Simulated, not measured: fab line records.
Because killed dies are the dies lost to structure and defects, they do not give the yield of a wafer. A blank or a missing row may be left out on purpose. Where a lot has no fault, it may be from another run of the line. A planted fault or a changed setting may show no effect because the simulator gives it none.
Split-lot experiment    flow n5 finfet    on a route of 1938 steps: 7 lots, 21 wafers read

THE SPLIT
At N5_BEOL_M11_VIA_ETCH_34 (etches SiCOH lowk in C4F6/O2, target depth 184.5 nm, time 69.2 s), the setting source w was moved away from the recipe's 345 W on 9 of the 21 wafers read, by -14.8% to +17.7%. The other wafers ran this setting at the recipe's value.

Reading taken at the split's own step.

THE READING
rf vpp V, in V, at N5_BEOL_M11_VIA_ETCH_34 (etches SiCOH lowk in C4F6/O2, target depth 184.5 nm, time 69.2 s). A value of 667 V with a standard deviation of 12 V is what fault-free wafers of this fab line usually give.

wafer   tool, chamber at the split  source w as run, W  against the recipe  rf vpp V, V  against lot-mates on the recipe
L074.3  rie diel-04, 2              345                 recipe              661          -
L074.5  rie diel-04, 1              406                 +17.7%              614          -54
L074.6  rie diel-04, 0              345                 recipe              676          -
L078.1  rie diel-06, 1              345                 recipe              662          -
L078.2  rie diel-06, 0              306.8               -11.1%              701          +39
L078.4  rie diel-06, 2              306.8               -11.1%              678          +16
L082.4  rie diel-04, 2              345                 recipe              662          -
L082.5  rie diel-04, 1              345                 recipe              666          -
L082.6  rie diel-04, 0              293.8               -14.8%              735          +71
L084.1  rie diel-02, 0              345                 recipe              674          -
L084.4  rie diel-02, 1              345                 recipe              675          -
L084.6  rie diel-02, 0              325.6               -5.6%               694          +20
L089.1  rie diel-02, 0              345                 recipe              675          -
L089.4  rie diel-02, 3              345                 recipe              674          -
L089.5  rie diel-02, 0              345                 recipe              676          -
L092.2  rie diel-02, 0              305.6               -11.4%              719          +43
L092.3  rie diel-02, 1              305.6               -11.4%              717          +41
L092.6  rie diel-02, 1              345                 recipe              676          -
L097.1  rie diel-04, 0              345                 recipe              677          -
L097.3  rie diel-04, 1              390.4               +13.2%              626          -51
L097.6  rie diel-04, 1              390.4               +13.2%              626          -51

THE FIT
A straight line over all 21 wafers: rf vpp V changes by -3.35 V for each +1% of source w; r = -0.95; the points scatter about the line by 9.7 V.
The same after taking each lot's own level away (the mean of its wafers on the recipe; 21 wafers): -3.56 V for each +1%; r = -0.97; scatter 7.7 V.
That fit puts the effect of the largest move of source w on the reading at 63 V.
The span of the lots' own levels, 662.0 to 677.0 V, comes to 1.2 times the standard deviation stated above.
The two slopes are in agreement: the lot-to-lot level therefore moves the slope only a little.
Check: with one of the wafers moved furthest among these (+17.7%) left out of the fit, the line predicts -66.7 V for it against its lot-mates. Against them it came out at -54.5 V.
Tool readings at the split's step, against how far the setting was moved: rf vpp V r = -0.95.

OTHER SPLITS APPLIED TO THESE WAFERS
These wafers also went through other splits before the reading. Each is held against what the fit with the lots' levels taken away leaves over:
other split on the same wafers    wafers away from the commonest value  r with rf vpp V (lot level and that fit taken away)
N5_BEOL_M9_CMP_52 down force psi  11                                    +0.17
N5_BEOL_M11_PECVD_70 time s       8                                     -0.14

FILE'S OWN FIT
rf vpp V changes by -3.63 V for each +1% of source w, r = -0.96.
